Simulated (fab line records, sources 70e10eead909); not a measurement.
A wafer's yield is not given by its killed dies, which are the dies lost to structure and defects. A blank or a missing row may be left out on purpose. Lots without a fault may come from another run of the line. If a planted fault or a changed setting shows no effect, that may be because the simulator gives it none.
Check of tool commonality | flow nand-harc | Sample size 14 lots and 42 wafers

== THE REASON FOR OPENING IT ==
At NHARC_A_ONON_D2_THK_MEAS_27 the reading thk-nm is flagged on 2 of 14 lots. Fault-free wafers read 998 nm, with a standard deviation of 9.6.
Rule: a lot is flagged when every wafer of it that has a number lies more than 4 standard deviations from that mean, or none has a number. The rest of the lots are taken to be sound.

lot  | measured     | on            | thk-nm (nm), wafer by wafer | flag
L214 | day 12 12:52 | film-metro-01 | 1012 1013 1011              |
L217 | day 13 22:38 | film-metro-02 | 1000 999 1000               |
L218 | day 14 06:56 | film-metro-02 | 1007 1008 1009              |
L219 | day 14 21:58 | film-metro-01 | 995 995 994                 |
L220 | day 15 08:44 | film-metro-02 | 1014 1013 1012              |
L221 | day 15 19:20 | film-metro-02 | 1007 1007 1008              |
L223 | day 16 11:28 | film-metro-02 | 975 974 973                 |
L224 | day 17 11:25 | film-metro-01 | 994 995 994                 |
L230 | day 19 15:00 | film-metro-01 | 1494 1490 1492              | FLAGGED
L232 | day 20 04:59 | film-metro-01 | 1499 1498 1501              | FLAGGED
L234 | day 20 20:48 | film-metro-01 | 996 994 994                 |
L235 | day 21 12:49 | film-metro-02 | 987 986 986                 |
L236 | day 21 18:31 | film-metro-01 | 989 989 989                 |
L237 | day 22 18:55 | film-metro-02 | 988 986 986                 |
The mean of the flagged lots' numbers is 1496 nm, +498 nm from the usual (+52 standard deviations).

== WHICH TOOL RAN EACH LOT ==
The record holds 1 process step before the reading, out of a route of 1302 steps. Read each cell as the tool, then ch plus the chambers that the sampled wafers visited, then the start.
lot  | flag    | NHARC_A_ONON_D2_DEP_25
L214 |         | pecvd-onon-02 ch 0, day 12 12:22
L217 |         | pecvd-onon-02 ch 0, day 13 22:08
L218 |         | pecvd-onon-01 ch 0, day 14 06:28
L219 |         | pecvd-onon-01 ch 0, day 14 21:28
L220 |         | pecvd-onon-01 ch 0, day 15 08:16
L221 |         | pecvd-onon-02 ch 0, day 15 19:01
L223 |         | pecvd-onon-03 ch 0, day 16 11:01
L224 |         | pecvd-onon-01 ch 0, day 17 10:55
L230 | FLAGGED | pecvd-onon-03 ch 0, day 19 14:29
L232 | FLAGGED | pecvd-onon-03 ch 0, day 20 04:30
L234 |         | pecvd-onon-01 ch 0, day 20 20:17
L235 |         | pecvd-onon-02 ch 0, day 21 12:22
L236 |         | pecvd-onon-01 ch 0, day 21 18:03
L237 |         | pecvd-onon-03 ch 0, day 22 18:24
What the steps here do:
- NHARC_A_ONON_D2_DEP_25: target thk 1000 nm.
- NHARC_A_ONON_D2_THK_MEAS_27: measures by ellipsometry.

== FLAGGED OVER TOTAL, TOOL BY TOOL (the gauges that took the reading come last) ==
step                        | tool          | lots run | flagged | share of the flagged lots | sound lots run after its first flagged lot
NHARC_A_ONON_D2_DEP_25      | pecvd-onon-01 | 6        | 0       | none                      | -
NHARC_A_ONON_D2_DEP_25      | pecvd-onon-02 | 4        | 0       | none                      | -
NHARC_A_ONON_D2_DEP_25      | pecvd-onon-03 | 4        | 2       | all                       | 1 (L237)
NHARC_A_ONON_D2_THK_MEAS_27 | film-metro-01 | 7        | 2       | all                       | 2 (L234,L236)
NHARC_A_ONON_D2_THK_MEAS_27 | film-metro-02 | 7        | 0       | none                      | -

== WHAT THE TABLE PERMITS ==
Every flagged lot went through 2 rows of the table: pecvd-onon-03 at NHARC_A_ONON_D2_DEP_25 and film-metro-01 at NHARC_A_ONON_D2_THK_MEAS_27.
- pecvd-onon-03 at NHARC_A_ONON_D2_DEP_25 ran 4 lots, 2 of them flagged. Lots that were sound ran on it after the first flagged one (L237); a persistent fault on the entire tool would not allow that.
- film-metro-01 at NHARC_A_ONON_D2_THK_MEAS_27 ran 7 lots, 2 of them flagged. Lots that were sound ran on it after the first flagged one (L234, L236); a persistent fault on the entire tool would not allow that.
There is no row in the table that ran each flagged lot and no sound lot after the first.

== WHAT THE SIMULATOR HAD PUT IN ==
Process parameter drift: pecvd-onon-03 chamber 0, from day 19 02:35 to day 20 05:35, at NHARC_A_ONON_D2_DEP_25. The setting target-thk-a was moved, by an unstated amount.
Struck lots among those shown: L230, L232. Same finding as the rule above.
